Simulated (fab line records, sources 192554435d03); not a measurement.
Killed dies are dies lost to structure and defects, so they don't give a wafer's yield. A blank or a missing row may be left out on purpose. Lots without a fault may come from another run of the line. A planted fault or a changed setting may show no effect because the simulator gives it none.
fab line records | flow n5_finfet
record lots=7 wafers=21
route steps=1938 shown BEOL_M14@1729 BEOL_M15@1801 TV_OPEN@1888 PASSIVATION@1929
start_h: hours from the record's first day to the start of the lot's first wafer shown | wait_h: hours since the lot's step before | " the same as in the row above | L1.1+2: a row that stands for several wafers | - no value, or no start given | * or withheld: withheld | < > ~ a bound
route shown NAME@n: a module of which the file shows steps, and the number in the route of the first | usual: mean/standard deviation of fault-free wafers | same: alike in all rows | chamber/n: place in a boat | sites: the reading at each site | _std_site: their standard deviation | _edge_site: outer sites' mean less inner sites' | radius_mm: how far each site lies from the wafer's centre | mask NAME#n: copy n | behind: the tool/chamber that last shaped the wafer | hold: why the lot was held/for how many hours/how that ended | device: the transistor (n, p or np) that didn't switch | end of line: the same wafers' tests at the end of the route | a step without rows: its recipe alone | killed: dies lost to structure and defects at the first sort, not the wafer's yield | map: a wafer's dies, x killed, . not, _ none there
set.NAME: the setting as run; set.NAME@STEP: as run at that earlier step | model.NAME: the simulator's own value behind a step, which no gauge read
lots whose settings were changed on purpose; a table a step, a row a wafer
## steps
# step N5_BEOL_M14_DESCUM_15
# recipe chemistry=O2 time_s=7.9 source_power_w=50 bias_power_w=20 pressure_mtorr=20 rf_frequency_hz=2.712e+07 temp_c=40 o2_flow_sccm=225
# columns lot.wafer tool chamber start_h wait_h set.time_s
L074.4+5+6 rie_diel-03 2,3,2 245.54 0.0 7.9
L076.2 rie_diel-05 3 270.13 0.1 7.9
L076.3+6 " 2,1 " " 8.997
L080.3+4+6 rie_diel-05 3,2,3 305.94 0.0 7.9
L086.1+3+6 rie_diel-05 0,3,2 329.35 0.0 7.9
L087.2+5+6 rie_diel-05 0,2,3 349.46 0.0 7.9
L089.4+5 rie_diel-06 3,1 354.60 0.0 7.9
L089.6 " 2 " " 9.567
L096.1+2+5 rie_diel-06 0,2,3 398.56 0.0 7.9
# step N5_BEOL_M14_ETCH_59
# recipe chemistry=N2/H2 target=BARC target_depth_a=890 overetch_a=267 time_s=67.9 ion_energy_ev=200 pressure_mtorr=30 source_w=840 bias_w=150 n2_flow_sccm=200 h2_flow_sccm=200
# columns lot.wafer tool chamber start_h wait_h set.spin_rpm@BEOL_M14_COAT_58 model.etch.depth_nm
L074.4+5 rie_diel-03 2,3 245.58 0.0 1500 89.13
L074.6 " 2 " " 1419 91.46
L076.2 rie_diel-05 3 270.17 0.0 1500 88.96
L076.3 " 2 " " 1500 88.83
L076.6 " 1 " " 1500 89.09
L080.3 rie_diel-05 3 305.98 0.0 1500 89.08
L080.4 " 2 " " 1500 89.45
L080.6 " 3 " " 1500 89.07
L086.1 rie_diel-05 0 329.39 0.0 1500 88.78
L086.3 " 3 " " 1500 88.65
L086.6 " 2 " " 1500 88.54
L087.2 rie_diel-05 0 349.49 0.0 1500 89.39
L087.5 " 2 " " 1500 89.38
L087.6 " 3 " " 1500 89.22
L089.4 rie_diel-06 3 354.65 0.0 1500 89.25
L089.5 " 1 " " 1618 85.52
L089.6 " 2 " " 1500 89.21
L096.1 rie_diel-06 0 398.60 0.0 1500 89.59
L096.2+5 " 2,3 " " 1500 89.25
# step N5_BEOL_M14_PEB_26
# recipe peb_temp_c=130 peb_time_s=90
# columns lot.wafer tool chamber start_h wait_h set.peb_temp_c
L074.4 litho_track-04 0 246.19 0.0 127.5
L074.5+6 " 0 " " 130
L076.2+6 litho_track-02 0 270.78 0.0 128.7
L076.3 " 0 " " 130
L080.3+4+6 litho_track-04 0 306.71 0.0 130
L086.1 litho_track-04 0 330.00 0.1 130
L086.3+6 " 0 " " 128.9
L087.2 litho_track-05 0 350.24 0.0 127.8
L087.5+6 " 0 " " 130
L089.4+5+6 litho_track-05 0 355.24 0.0 130
L096.1+2 litho_track-02 0 399.21 0.1 130
L096.5 " 0 " " 131.6
# step N5_BEOL_M14_DEVELOP_27
# recipe develop_time_s=45 rinse_liquid=diw dry=air_spin dev_temp_c=21
# step N5_BEOL_M14_HARDBAKE_32
# recipe temp_c=130 time_s=120
# step N5_BEOL_M14_CD_MEAS_28
# recipe target_cd_nm=284.4 landing_energy_ev=500 detector=se_inlens
# usual cd_nm=284.5/1.3
# columns lot.wafer tool chamber start_h wait_h set.peb_temp_c@BEOL_M14_PEB_26 cd_nm
L074.4 cd_sem-02 0 246.31 - 127.5 270.7
L074.5 " 0 " " 130 285.6
L074.6 " 0 " " 130 284.6
L076.2 cd_sem-02 0 270.90 - 128.7 277.0
L076.3 " 0 " " 130 283.9
L076.6 " 0 " " 128.7 277.8
L080.3 cd_sem-03 0 306.83 - 130 286.7
L080.4 " 0 " " 130 284.5
L080.6 " 0 " " 130 284.0
L086.1 cd_sem-02 0 330.11 - 130 285.5
L086.3 " 0 " " 128.9 279.2
L086.6 " 0 " " 128.9 278.0
L087.2 cd_sem-03 0 350.35 - 127.8 275.0
L087.5 " 0 " " 130 287.5
L087.6 " 0 " " 130 284.9
L089.4 cd_sem-01 0 355.35 - 130 285.4
L089.5 " 0 " " 130 286.7
L089.6 " 0 " " 130 284.2
L096.1 cd_sem-01 0 399.32 - 130 284.3
L096.2 " 0 " " 130 284.1
L096.5 " 0 " " 131.6 290.4
# step N5_BEOL_M14_DESCUM_33
# recipe chemistry=O2 time_s=7.9 source_power_w=50 bias_power_w=20 pressure_mtorr=20 rf_frequency_hz=2.712e+07 temp_c=40 o2_flow_sccm=225
# columns lot.wafer tool chamber start_h wait_h set.peb_temp_c@BEOL_M14_PEB_26 model.BEOL_M14.cd_nm
L074.4 rie_diel-03 1 246.39 0.0 127.5 271
L074.5 " 0 " " 130 285.4
L074.6 " 3 " " 130 284.4
L076.2 rie_diel-05 2 270.98 0.0 128.7 277.2
L076.3 " 1 " " 130 284.2
L076.6 " 1 " " 128.7 277.6
L080.3 rie_diel-05 3 306.91 0.0 130 286.4
L080.4 " 2 " " 130 284.6
L080.6 " 3 " " 130 283.8
L086.1 rie_diel-06 3 330.28 0.1 130 285.2
L086.3 " 0 " " 128.9 279
L086.6 " 3 " " 128.9 278.2
L087.2 rie_diel-03 0 350.44 0.0 127.8 275
L087.5 " 2 " " 130 287.4
L087.6 " 3 " " 130 284.8
L089.4 rie_diel-03 2 355.59 0.2 130 285.6
L089.5 " 0 " " 130 286.6
L089.6 " 3 " " 130 284.4
L096.1 rie_diel-05 3 399.45 0.1 130 284.4
L096.2 " 2 " " 130 284.2
L096.5 " 1 " " 131.6 290.6
# step N5_BEOL_M14_ETCH_68
# recipe chemistry=N2/H2 target=SOC mask_material=SiARC source_w=3000 bias_w=350 temp_c=40 time_s=450 ion_energy_ev=200 pressure_mtorr=30 n2_flow_sccm=200 h2_flow_sccm=200
# columns lot.wafer tool chamber start_h wait_h set.time_s set.peb_temp_c@BEOL_M14_PEB_26 model.BEOL_M14.cd_nm model.SiARC_of_BEOL_M14_COAT_66.thk_nm
L074.4 rie_diel-03 1 246.57 0.1 450 127.5 267.4 64.8
L074.5 " 0 " " 490.6 130 282.4 63.6
L074.6 " 3 " " 490.6 130 279.6 61.4
L076.2 rie_diel-05 2 271.16 0.1 450 128.7 275 66
L076.3 " 1 " " 450 130 280 67
L076.6 " 1 " " 450 128.7 273 66.8
L080.3 rie_diel-05 3 307.10 0.1 450 130 282.8 64.6
L080.4 " 2 " " 450 130 281.2 64.2
L080.6 " 3 " " 450 130 280.2 64.6
L086.1 rie_diel-06 3 330.46 0.1 450 130 282.6 65.6
L086.3 " 0 " " 450 128.9 274.6 66
L086.6 " 3 " " 450 128.9 273.6 65.4
L087.2 rie_diel-03 0 350.62 0.1 450 127.8 272.4 64
L087.5 " 2 " " 450 130 284 65.8
L087.6 " 3 " " 450 130 279.8 64.4
L089.4 rie_diel-03 2 355.77 0.1 450 130 281.8 65.2
L089.5 " 0 " " 399.4 130 281 69.8
L089.6 " 3 " " 399.4 130 278 70.8
L096.1 rie_diel-05 3 399.63 0.1 450 130 280.2 65.4
L096.2 " 2 " " 450 130 279.8 65.8
L096.5 " 1 " " 450 131.6 286.2 65
# step N5_BEOL_M14_STRIP_69
# recipe chemistry=N2/H2 temp_c=40 n2_flow_sccm=200 h2_flow_sccm=200 rf_frequency_hz=6e+07
# step N5_BEOL_M14_TRENCH_ETCH_34
# recipe chemistry=C4F8/O2/Ar target=SiO2 target_depth_a=5566.5 mask_material=SOC he_inner_torr=15 he_outer_torr=30 time_s=126.9 ion_energy_ev=800 pressure_mtorr=20 source_w=1905 bias_w=2040 Ar_flow_sccm=400 C4F8_flow_sccm=16 O2_flow_sccm=12
# columns lot.wafer tool chamber start_h wait_h set.peb_temp_c@BEOL_M14_PEB_26 model.BEOL_M14.cd_nm
L074.4 rie_diel-03 1 246.85 0.0 127.5 267.6
L074.5 " 0 " " 130 282.6
L074.6 " 3 " " 130 279.4
L076.2 rie_diel-05 2 271.44 0.0 128.7 275
L076.3 " 1 " " 130 279.8
L076.6 " 1 " " 128.7 272.6
L080.3 rie_diel-05 3 307.37 0.0 130 282.2
L080.4 " 2 " " 130 281.2
L080.6 " 3 " " 130 280
L086.1 rie_diel-06 3 330.73 0.0 130 282.6
L086.3 " 0 " " 128.9 274.8
L086.6 " 3 " " 128.9 273.4
L087.2 rie_diel-03 0 350.89 0.0 127.8 272.8
L087.5 " 2 " " 130 284.4
L087.6 " 3 " " 130 280
L089.4 rie_diel-03 2 356.05 0.0 130 282
L089.5 " 0 " " 130 281.4
L089.6 " 3 " " 130 277.8
L096.1 rie_diel-05 3 399.90 0.0 130 280.4
L096.2 " 2 " " 130 279.8
L096.5 " 1 " " 131.6 286
# step N5_BEOL_M15_PEB_26
# recipe peb_temp_c=130 peb_time_s=90
# columns lot.wafer tool chamber start_h wait_h set.peb_temp_c
L074.4 litho_track-03 0 251.03 0.0 133.2
L074.5+6 " 0 " " 130
L076.2+3 litho_track-03 0 275.89 0.0 130
L076.6 " 0 " " 126.3
L080.3+4+6 litho_track-05 0 314.13 0.0 130
L086.1+3 litho_track-03 0 335.48 0.1 130
L086.6 " 0 " " 128.5
L087.2+5+6 litho_track-01 0 356.70 0.0 130
L089.4+6 litho_track-05 0 362.11 0.0 126.3
L089.5 " 0 " " 130
L096.1+2+5 litho_track-03 0 410.16 0.1 130
# step N5_BEOL_M15_DEVELOP_27
# recipe develop_time_s=45 rinse_liquid=diw dry=air_spin dev_temp_c=21
# step N5_BEOL_M15_HARDBAKE_32
# recipe temp_c=130 time_s=120
# step N5_BEOL_M15_CD_MEAS_28
# recipe target_cd_nm=407.6 landing_energy_ev=500 detector=se_inlens
# usual cd_nm=407.2/1.8
# columns lot.wafer tool chamber start_h wait_h set.peb_temp_c@BEOL_M15_PEB_26 cd_nm
L074.4 cd_sem-01 0 251.15 - 133.2 422.8
L074.5 " 0 " " 130 410.2
L074.6 " 0 " " 130 410.3
L076.2 cd_sem-03 0 276.00 - 130 406.6
L076.3 " 0 " " 130 407.2
L076.6 " 0 " " 126.3 388.4
L080.3 cd_sem-03 0 314.25 - 130 407.2
L080.4 " 0 " " 130 408.4
L080.6 " 0 " " 130 407.6
L086.1 cd_sem-01 0 335.60 - 130 408.5
L086.3 " 0 " " 130 408.5
L086.6 " 0 " " 128.5 400.1
L087.2 cd_sem-01 0 356.82 - 130 409.2
L087.5 " 0 " " 130 410.3
L087.6 " 0 " " 130 411.1
L089.4 cd_sem-03 0 362.22 - 126.3 388.1
L089.5 " 0 " " 130 407.9
L089.6 " 0 " " 126.3 388.8
L096.1 cd_sem-01 0 410.28 - 130 404.0
L096.2 " 0 " " 130 406.6
L096.5 " 0 " " 130 403.1
# step N5_BEOL_M15_DESCUM_33
# recipe chemistry=O2 time_s=7.9 source_power_w=50 bias_power_w=20 pressure_mtorr=20 rf_frequency_hz=2.712e+07 temp_c=40 o2_flow_sccm=225
# columns lot.wafer tool chamber start_h wait_h set.peb_temp_c@BEOL_M15_PEB_26 model.BEOL_M15.cd_nm
L074.4 rie_diel-01 3 251.51 0.3 133.2 423
L074.5 " 1 " " 130 410
L074.6 " 2 " " 130 410.2
L076.2 rie_diel-01 2 276.09 0.0 130 406.8
L076.3 " 1 " " 130 407.4
L076.6 " 3 " " 126.3 388
L080.3 rie_diel-02 2 314.33 0.0 130 407
L080.4 " 2 " " 130 408.4
L080.6 " 3 " " 130 407.6
L086.1 rie_diel-01 3 335.69 0.0 130 408.4
L086.3 " 0 " " 130 408.2
L086.6 " 2 " " 128.5 400
L087.2 rie_diel-01 1 356.91 0.0 130 409
L087.5 " 2 " " 130 410
L087.6 " 1 " " 130 411.2
L089.4 rie_diel-04 3 362.31 0.0 126.3 388.2
L089.5 " 0 " " 130 408.2
L089.6 " 1 " " 126.3 388.8
L096.1 rie_diel-04 0 410.51 0.2 130 404
L096.2 " 3 " " 130 406
L096.5 " 3 " " 130 402.6
# step N5_BEOL_M15_ETCH_61
# recipe chemistry=N2/H2 target=BARC target_depth_a=890 overetch_a=267 time_s=67.9 ion_energy_ev=200 pressure_mtorr=30 source_w=840 bias_w=150 n2_flow_sccm=200 h2_flow_sccm=200
# columns lot.wafer tool chamber start_h wait_h set.peb_temp_c@BEOL_M15_PEB_26 model.BEOL_M15.cd_nm
L074.4 rie_diel-01 3 251.55 0.0 133.2 414.8
L074.5 " 1 " " 130 402.2
L074.6 " 2 " " 130 402
L076.2 rie_diel-01 2 276.12 0.0 130 398.8
L076.3 " 1 " " 130 399.8
L076.6 " 3 " " 126.3 380.6
L080.3+6 rie_diel-02 2,3 314.37 0.0 130 399.2
L080.4 " 2 " " 130 399.8
L086.1 rie_diel-01 3 335.72 0.0 130 401.4
L086.3 " 0 " " 130 402.4
L086.6 " 2 " " 128.5 393.4
L087.2 rie_diel-01 1 356.94 0.0 130 402
L087.5 " 2 " " 130 401.6
L087.6 " 1 " " 130 404.2
L089.4+6 rie_diel-04 3,1 362.34 0.0 126.3 381.4
L089.5 " 0 " " 130 400.2
L096.1 rie_diel-04 0 410.55 0.0 130 397.4
L096.2 " 3 " " 130 399.6
L096.5 " 3 " " 130 396.4
# step N5_BEOL_M15_TRENCH_ETCH_34
# recipe chemistry=C4F8/O2/Ar target=SiO2 target_depth_a=8729.3 he_inner_torr=15 he_outer_torr=30 time_s=199 ion_energy_ev=800 pressure_mtorr=20 source_w=1905 bias_w=2040 Ar_flow_sccm=400 C4F8_flow_sccm=16 O2_flow_sccm=12
# usual rf_vpp_V=2218/17
# columns lot.wafer tool chamber start_h wait_h set.bias_w set.peb_temp_c@BEOL_M15_PEB_26 rf_vpp_V model.BEOL_M15.cd_nm
L074.4 rie_diel-01 3 251.60 0.0 2354 133.2 2470 415.4
L074.5 " 1 " " 2354 130 2443 402.2
L074.6 " 2 " " 2040 130 2221 402.6
L076.2 rie_diel-01 2 276.17 0.0 1863 130 2083 398.4
L076.3 " 1 " " 2040 130 2212 399.4
L076.6 " 3 " " 2040 126.3 2238 380.6
L080.3 rie_diel-02 2 314.42 0.0 2040 130 2212 399.6
L080.4 " 2 " " 2040 130 2212 400
L080.6 " 3 " " 2040 130 2205 399
L086.1 rie_diel-01 3 335.77 0.0 2040 130 2239 401.4
L086.3 " 0 " " 2040 130 2186 402
L086.6 " 2 " " 2040 128.5 2221 394.2
L087.2 rie_diel-01 1 357.00 0.0 2040 130 2212 402.6
L087.5 " 2 " " 2040 130 2219 402.2
L087.6 " 1 " " 2390 130 2466 405
L089.4 rie_diel-04 3 362.39 0.0 2040 126.3 2248 381.2
L089.5 " 0 " " 2040 130 2224 399.8
L089.6 " 1 " " 2040 126.3 2200 381.8
L096.1 rie_diel-04 0 410.60 0.0 2330 130 2439 397.8
L096.2 " 3 " " 2040 130 2247 399.8
L096.5 " 3 " " 2040 130 2247 396.8
# step N5_PASSIVATION_VIA_ETCH_13
# recipe chemistry=CHF3/O2 target=SiO2 target_depth_a=6600 CHF3_flow_sccm=50 O2_flow_sccm=5 Ar_flow_sccm=200 time_s=330 mask_material=PR pressure_mtorr=30 source_w=650 bias_w=170 ion_energy_ev=200 ends=cleared
# usual rf_vpp_V=522/4.6
# columns lot.wafer tool chamber start_h wait_h set.bias_w rf_vpp_V
L074.4 rie_diel-04 3 264.33 0.0 170 531
L074.5 " 1 " " 157.3 488
L074.6 " 2 " " 170 522
L076.2 rie_diel-01 0 288.56 0.0 180.4 539
L076.3 " 2 " " 170 523
L076.6 " 0 " " 180.4 539
L080.3 rie_diel-04 3 325.70 0.0 170 531
L080.4 " 0 " " 170 522
L080.6 " 0 " " 170 525
L086.1 rie_diel-01 0 348.39 0.0 162.1 495
L086.3 " 3 " " 162.1 509
L086.6 " 0 " " 170 512
L087.2 rie_diel-01 0 367.81 0.0 141.2 442
L087.5 " 2 " " 170 523
L087.6 " 3 " " 141.2 456
L089.4 rie_diel-01 0 372.35 0.1 170 514
L089.5 " 1 " " 140 445
L089.6 " 3 " " 170 528
L096.1 rie_diel-02 1 419.10 0.0 170 525
L096.2 " 2 " " 170 522
L096.5 " 1 " " 170 525
# step N5_PASSIVATION_PASS_ETCH_47
# recipe chemistry=CF4/O2 target=SiNx target_depth_a=7700 time_s=385 ion_energy_ev=100 pressure_mtorr=40 source_w=535 bias_w=49 Ar_flow_sccm=100 cf4_flow_sccm=100 O2_flow_sccm=10
# usual rf_vpp_V=239.8/3
# columns lot.wafer tool chamber start_h wait_h set.source_w rf_vpp_V model.etch.depth_nm
L074.4 rie_diel-05 1 267.90 0.0 619.6 224.2 847.2
L074.5 " 2 " " 535 239.1 776.4
L074.6 " 3 " " 619.6 225.8 872.5
L076.2 rie_diel-03 2 295.15 0.0 535 238.7 764.4
L076.3 " 0 " " 535 236.8 788.5
L076.6 " 3 " " 535 242.0 769.8
L080.3 rie_diel-03 3 329.79 0.0 535 240.8 769.9
L080.4 " 0 " " 535 238.6 794.5
L080.6 " 0 " " 535 237.8 799
L086.1 rie_diel-06 3 352.09 0.0 609.2 228.6 859.3
L086.3 " 2 " " 609.2 221.5 871.4
L086.6 " 3 " " 609.2 229.1 856.3
L087.2 rie_diel-06 1 370.93 0.0 535 240.4 779.8
L087.5 " 3 " " 612 228.4 854.2
L087.6 " 2 " " 612 220.3 887.3
L089.4 rie_diel-06 1 376.17 0.0 535 240.3 784.6
L089.5 " 2 " " 535 235.7 785.3
L089.6 " 3 " " 618.2 226.9 871.9
L096.1 rie_diel-06 1 422.76 0.0 442.4 264.6 663
L096.2 " 0 " " 442.4 259.8 643.7
L096.5 " 1 " " 442.4 265.0 661.9
# step N5_PASSIVATION_ETCH_54
# recipe chemistry=CHF3/O2 target=SiO2 target_depth_a=8800 CHF3_flow_sccm=50 O2_flow_sccm=5 Ar_flow_sccm=200 time_s=440 mask_material=PR pressure_mtorr=30 source_w=650 bias_w=170 ion_energy_ev=200
# usual rf_vpp_V=522/6
# columns lot.wafer tool chamber start_h wait_h set.source_w rf_vpp_V
L074.4 rie_diel-05 1 268.13 0.1 754 489
L074.5 " 2 " " 754 487
L074.6 " 3 " " 650 527
L076.2 rie_diel-03 2 295.37 0.1 650 519
L076.3 " 0 " " 650 521
L076.6 " 3 " " 650 528
L080.3 rie_diel-03 3 330.01 0.1 650 527
L080.4 " 0 " " 650 519
L080.6 " 0 " " 650 519
L086.1 rie_diel-06 3 352.32 0.1 701.7 511
L086.3 " 2 " " 650 515
L086.6 " 3 " " 701.7 510
L087.2 rie_diel-06 1 371.16 0.1 650 524
L087.5 " 3 " " 650 530
L087.6 " 2 " " 554.7 556
L089.4 rie_diel-06 1 376.40 0.1 650 524
L089.5 " 2 " " 650 514
L089.6 " 3 " " 650 529
L096.1 rie_diel-06 1 422.99 0.1 616.5 536
L096.2 " 0 " " 616.5 527
L096.5 " 1 " " 650 523
## key
split step=N5_BEOL_M14_DESCUM_15 setting=time_s stated=7.9 by=wafer
response none clear
split step=N5_BEOL_M14_PEB_26 setting=peb_temp_c stated=130 by=wafer
response step=N5_BEOL_M14_CD_MEAS_28 reading=cd_nm change=+6.81 per=1% r=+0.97
response step=N5_BEOL_M14_DESCUM_33 reading=model.BEOL_M14.cd_nm change=+6.7 per=1% r=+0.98
response step=N5_BEOL_M14_ETCH_68 reading=model.BEOL_M14.cd_nm change=+6.44 per=1% r=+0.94
response step=N5_BEOL_M14_TRENCH_ETCH_34 reading=model.BEOL_M14.cd_nm change=+6.34 per=1% r=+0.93
split step=N5_BEOL_M14_ETCH_68 setting=time_s stated=450 by=wafer
response step=N5_BEOL_M14_ETCH_68 reading=model.SiARC_of_BEOL_M14_COAT_66.thk_nm change=-0.376 per=1% r=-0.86
split step=N5_BEOL_M15_PEB_26 setting=peb_temp_c stated=130 by=wafer
response step=N5_BEOL_M15_CD_MEAS_28 reading=cd_nm change=+6.31 per=1% r=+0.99
response step=N5_BEOL_M15_DESCUM_33 reading=model.BEOL_M15.cd_nm change=+6.43 per=1% r=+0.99
response step=N5_BEOL_M15_ETCH_61 reading=model.BEOL_M15.cd_nm change=+6.26 per=1% r=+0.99
response step=N5_BEOL_M15_TRENCH_ETCH_34 reading=model.BEOL_M15.cd_nm change=+6.14 per=1% r=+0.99
split step=N5_BEOL_M15_TRENCH_ETCH_34 setting=bias_w stated=2040 by=wafer
response step=N5_BEOL_M15_TRENCH_ETCH_34 reading=rf_vpp_V change=+14.7 per=1% r=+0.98
split step=N5_PASSIVATION_VIA_ETCH_13 setting=bias_w stated=170 by=wafer
response step=N5_PASSIVATION_VIA_ETCH_13 reading=rf_vpp_V change=+4.23 per=1% r=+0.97
split step=N5_PASSIVATION_PASS_ETCH_47 setting=source_w stated=535 by=wafer
response step=N5_PASSIVATION_PASS_ETCH_47 reading=rf_vpp_V change=-0.899 per=1% r=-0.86
response step=N5_PASSIVATION_PASS_ETCH_47 reading=model.etch.depth_nm change=+5.7 per=1% r=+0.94
split step=N5_PASSIVATION_ETCH_54 setting=source_w stated=650 by=wafer
response step=N5_PASSIVATION_ETCH_54 reading=rf_vpp_V change=-2.02 per=1% r=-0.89
split outside_this_file step=N5_BEOL_M14_COAT_58 setting=spin_rpm
# split outside_this_file: this setting was split too, and the file shows its column; the key of that split is in another file
